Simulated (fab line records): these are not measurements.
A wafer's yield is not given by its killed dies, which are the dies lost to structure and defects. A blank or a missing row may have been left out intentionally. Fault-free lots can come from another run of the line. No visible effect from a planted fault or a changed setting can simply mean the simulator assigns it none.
A struck lot beside a sound one + flow n5_finfet + 40 out of 1938 route steps
Sound: wafers L109.4, L109.5, L109.6. The struck wafers were L122.4, L122.5, L122.6. The cause is named last.
Order at every step that has rows: each side's tool, ch and its chambers, its first start. Under that, the readings that differ: sound wafers + struck wafers + difference of the means + sigmas: that difference in standard deviations of wafers without a fault.
alike: readings whose means differ by less than 2 such deviations, and words and numbers that are the same on both sides. not compared: withheld readings, readings that some wafer has no value for, bounds like >300 that may hide the same value, and numbers for which the record gives no deviation and whose values overlap.
Wherever a step has rows on one side only, a row that says differs or no value, or a row with sigmas, the two part there. Non-overlapping numbers with no deviation appear without sigmas and do not part them. A reading missing from all wafers of one side parts the sides only when that side holds two or more wafers.

first, 10 steps without rows for these wafers: N5_MOL_CONTACT_COAG_DESCUM_88 (chemistry O2, time 7 s); N5_MOL_CONTACT_COAG_ETCH_89 (etches underlayer in N2/H2, target depth 13 nm, time 10.4 s); N5_MOL_CONTACT_COAG_ETCH_90 (etches SiARC in CF4, target depth 13 nm, time 21.7 s); N5_MOL_CONTACT_COAG_ALD_131 (deposits SiO2, target thk 5 nm, pulse time 1 s, co reactant pulse time 1 s); N5_MOL_CONTACT_COAG_ETCHBACK_132 (etches SiO2 in CHF3, target depth 10 nm, time 6.7 s); N5_MOL_CONTACT_COAG_ETCH_91 (etches SOC in N2/H2, target depth 60 nm, overetch 21 nm, time 101.2 s); N5_MOL_CONTACT_COAG_STRIP_92 (strips in N2/H2); N5_MOL_CONTACT_COAG_STRIP_93 (strips in N2/H2); N5_MOL_CONTACT_COAG_ETCHBACK_135 (etches SiO2 in CHF3, target depth 25 nm, time 16.7 s); N5_MOL_CONTACT_COAG_STRIP_118 (strips in CHF3).
N5_MOL_CONTACT_COAG_VIA_ETCH_46: etches SiO2 in C4F6/O2, target depth 46 nm, overetch 9.2 nm, time 40 s.
  sound on rie_diel-01 ch 0,1,2, day 6 22:52; struck on rie_diel-01 ch 0,1, day 10 03:42
  no value came back on the struck wafers for any of 9 readings (C4F6_flow_sccm (sccm), O2_flow_sccm (sccm) and others); on the sound wafers C4F6_flow_sccm (sccm) reads 10.011 10.003 9.980
| reading                                           | sound          | struck         | difference | sigmas |
|---------------------------------------------------|----------------|----------------|------------|--------|
| model.SOC_of_MOL_CONTACT_COAG_COAT_75.thk_nm (nm) | 50.8 50.6 50.6 | 57.4 57.4 57.6 | +6.8       |        |
  not compared: rf_hours_counter_h
then, 1 step without rows for these wafers: N5_MOL_CONTACT_COAG_STRIP_96 (strips in N2/H2).
N5_MOL_CONTACT_COAG_ETCH_47: etches SiNx in CH3F/O2, stops on W, target depth 27 nm.
  sound on rie_diel-01 ch 0,1,2, day 6 22:58; struck on rie_diel-01 ch 0,1, day 10 03:49
| reading                    | sound          | struck         | difference | sigmas |
|----------------------------|----------------|----------------|------------|--------|
| etch_rf_on_time_s (s)      | 32.0 31.9 31.1 | 50.8 50.8 50.8 | +19.1      | +50    |
| oes_product_au (a.u.)      | 0.67 0.63 0.77 | 0.31 0.31 0.27 | -0.39      | -6     |
| model.etch.over_etch_s (s) | 5.33 5.31 5.19 | 0 0 0          | -5         |        |
  alike: CH3F_flow_sccm, O2_flow_sccm, chamber_pressure_mTorr, drypump_motor_current_A, oes_ar_750_au, rf_vpp_V, showerhead_plenum_p_Torr, throttle_valve_pct
  not compared: rf_hours_counter_h
then, 3 steps without rows for these wafers: N5_MOL_CONTACT_COAG_STRIP_119 (strips in N2/H2, time 30 s); N5_MOL_CONTACT_COAG_PRECLEAN_144 (cleans in alkaline clean, time 60 s); N5_MOL_CONTACT_COAG_SRD_145 (time 30 s).
N5_MOL_CONTACT_COAG_CD_MEAS_137: target cd 16 nm.
  sound: cd_sem-02 at day 6 23:10; struck: cd_sem-03 at day 10 04:02
| reading    | sound             | struck | difference                    | sigmas |
|------------|-------------------|--------|-------------------------------|--------|
| cd_nm (nm) | 15.91 15.92 16.05 | - - -  | no value on the struck wafers |        |
then, 20 steps without rows for these wafers: N5_MOL_CONTACT_COAG_COAT_62 (time 60 s, resist thk 60 nm); N5_MOL_CONTACT_COAG_COAT_63 (time 60 s, resist thk 10 nm); N5_MOL_CONTACT_COAG_COAT_64 (time 60 s, resist thk 10 nm); N5_MOL_CONTACT_COAG_COAT_34 (resist thk 40 nm); N5_MOL_CONTACT_COAG_EBR_36; N5_MOL_CONTACT_COAG_SOFTBAKE_35 (time 60 s); N5_MOL_CONTACT_COAG_EXPOSE_37 (exposes mask VD, defocus 0 nm); N5_MOL_CONTACT_COAG_PEB_38 (peb time 60 s); N5_MOL_CONTACT_COAG_DEVELOP_39 (develop time 30 s); N5_MOL_CONTACT_COAG_DESCUM_45 (chemistry O2, time 7 s); N5_MOL_CONTACT_COAG_ETCH_65 (etches underlayer in N2/H2, target depth 13 nm, time 10.4 s); N5_MOL_CONTACT_COAG_ETCH_66 (etches SiARC in CF4, target depth 13 nm, time 21.7 s); N5_MOL_CONTACT_COAG_ALD_133 (deposits SiO2, target thk 5 nm, pulse time 1 s, co reactant pulse time 1 s); N5_MOL_CONTACT_COAG_ETCHBACK_134 (etches SiO2 in CHF3, target depth 10 nm, time 6.7 s); N5_MOL_CONTACT_COAG_ETCH_67 (etches SOC in N2/H2, target depth 60 nm, overetch 21 nm, time 101.2 s); N5_MOL_CONTACT_COAG_STRIP_68 (strips in N2/H2); N5_MOL_CONTACT_COAG_STRIP_69 (strips in N2/H2); N5_MOL_CONTACT_COAG_ETCHBACK_136 (etches SiO2 in CHF3, target depth 25 nm, time 16.7 s); N5_MOL_CONTACT_COAG_STRIP_120 (strips in CHF3); N5_MOL_CONTACT_COAG_VIA_ETCH_117 (etches SiO2 in C4F6/O2, target depth 40 nm, overetch 8 nm, time 26 s).
N5_MOL_CONTACT_COAG_ETCH_124: etches SiNx in CH3F/O2, stops on SiOC, target depth 6.5 nm.
  sound on rie_diel-01 ch 0,1,2, day 7 00:20; struck on rie_diel-06 ch 0,2,3, day 10 04:59
| reading               | sound          | struck         | difference | sigmas |
|-----------------------|----------------|----------------|------------|--------|
| oes_product_au (a.u.) | 0.65 0.61 0.74 | 0.27 0.28 0.33 | -0.37      | -6     |
  alike: CH3F_flow_sccm, O2_flow_sccm, chamber_pressure_mTorr, drypump_motor_current_A, oes_ar_750_au, rf_vpp_V, showerhead_plenum_p_Torr, throttle_valve_pct
  not compared: rf_hours_counter_h
N5_BEOL_M4_RC_MEAS_101:
  the record has rows for the sound wafers here (prober-01 ch 0, day 10 00:29) and none for the struck ones
-- record jumps: 7 days separate the struck wafers' starts on either side; left off in module BEOL_M4, taken up again in module PASSIVATION, whose first shown step is the route's number 1936 --
N5_PASSIVATION_PROBE_49:
  sound: prober-01 at day 14 02:05; struck: prober-02 at day 17 02:50
| reading                  | sound          | struck         | difference | sigmas      |
|--------------------------|----------------|----------------|------------|-------------|
| defect_limited_yield (%) | 92.0 91.6 92.7 | 0 0 0          | -92        | -66         |
| killed_at_contacts       | 8 8 1          | 1073 1088 1067 | +1070      | +99 or more |
| killed_dies              | 94 99 86       | 1180 1180 1180 | +1087      | +68         |
| killed_on_rim            | 9 11 11        | 152 152 152    | +142       | +42         |
| sort_bin_5_function (%)  | 4.5 5.2 3.6    | 96.1 96.3 95.6 | +91.6      | +99 or more |
| sort_n_pass              | 1086 1081 1094 | 0 0 0          | -1087      | -68         |
| sort_yield_pct (%)       | 92.0 91.6 92.7 | 0 0 0          | -92        | -66         |
  alike: killed_at_M0_to_M3, killed_at_M4_up, killed_at_front_end, killed_at_other, killed_open, killed_short, sort_bin_6_memory

== WHERE THEY PART ==
Last at N5_PASSIVATION_PROBE_49 as far as this record goes, first at N5_MOL_CONTACT_COAG_VIA_ETCH_46.

WHY: the cause the simulator had injected
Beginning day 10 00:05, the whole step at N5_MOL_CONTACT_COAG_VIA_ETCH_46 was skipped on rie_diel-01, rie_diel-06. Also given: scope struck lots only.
